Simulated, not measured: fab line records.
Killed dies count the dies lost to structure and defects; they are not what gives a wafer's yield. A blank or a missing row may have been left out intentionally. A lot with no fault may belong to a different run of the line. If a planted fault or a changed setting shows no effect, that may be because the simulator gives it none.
A struck lot beside a sound one ; flow nand harc ; 14 steps out of a route of 1302
Sound: these wafers, L684.2, L684.3, L684.6. Struck: wafers L689.2, L689.4, L689.6. The cause is given at the end.
At each step with rows: each side's tool, then ch and its chambers, then its first start. Under that, the readings that differ: sound wafers ; struck wafers ; difference of the means ; sigmas: that difference in standard deviations of wafers without a fault.
alike: words and numbers the same on both sides, and readings whose means are apart by under 2 such deviations; not compared: readings that were withheld, readings missing a value for some wafer, numbers with overlapping values and no deviation given by the record, and bounds like >300 which may hide the same value.
The two part at a step that has a row with sigmas, a row that says differs or no value, or rows on one side only. Numbers that have no deviation but don't overlap get no sigmas and don't part them. A reading that every wafer of one side lacks parts them only if that side has two wafers or more.

first, 8 steps without rows for these wafers: NHARC_P_GATE_DEHYDRATE_18 (time 120 s); NHARC_P_GATE_HMDS_19 (time 30 s); NHARC_P_GATE_COAT_20 (resist thk 90 nm); NHARC_P_GATE_SOFTBAKE_21 (time 55 s); NHARC_P_GATE_EBR_22; NHARC_P_GATE_EXPOSE_23 (exposes mask P GATE, target cd 120 nm); NHARC_P_GATE_PEB_24 (peb time 65 s); NHARC_P_GATE_DEVELOP_25 (develop time 35 s).
NHARC_P_GATE_CD_MEAS_26 targets a cd of 120 nm.
  sound on cd sem-02 ch 0, day 7 11:33; struck on cd sem-03 ch 0, day 9 20:37
  alike: cd nm
NHARC_P_GATE_OVL_MEAS_27:
  struck on overlay-01, day 9 20:43; sound on overlay-02, day 7 11:38
  alike: overlay x nm, overlay y nm
NHARC_P_GATE_INSPECT_28:
  struck on defect inspect-02, day 9 20:45; sound on defect inspect-02, day 7 11:41
  alike: raw defect count
NHARC_P_GATE_DESCUM_31: chemistry O2, time 3 s.
  sound on rie diel-12 ch 0,3, day 7 11:44; struck on rie diel-03 ch 1,2,3, day 9 20:49
  alike: drypump motor current A, oes product au, rf vpp V, showerhead plenum p Torr, throttle valve pct
  not compared: rf hours counter h
NHARC_P_GATE_ETCH_104: etches the open film in CF4/CHF3, target depth 60 nm.
  sound on rie diel-12 ch 1,2, day 7 11:49; struck on rie diel-03 ch 1,3, day 9 20:53
  no value came back on the struck wafers for any of 7 readings (bias w (W), cf4 flow sccm (sccm) and others); on the sound wafers bias w (W) reads 199.8 200.0 199.4
NHARC_P_GATE_HM_OPEN_105: chemistry O2/COS, target depth 360 nm.
  sound on rie diel-12 ch 1,2,3; struck on rie diel-03 ch 0,3
  alike: cos flow sccm, drypump motor current A, oes product au, rf vpp V, showerhead plenum p Torr, throttle valve pct
  not compared: rf hours counter h

## WHERE THEY PART
Only at NHARC_P_GATE_ETCH_104, within this record. Later steps at which nothing parts them and some readings are alike: NHARC_P_GATE_HM_OPEN_105.

WHY: what the simulator had put in
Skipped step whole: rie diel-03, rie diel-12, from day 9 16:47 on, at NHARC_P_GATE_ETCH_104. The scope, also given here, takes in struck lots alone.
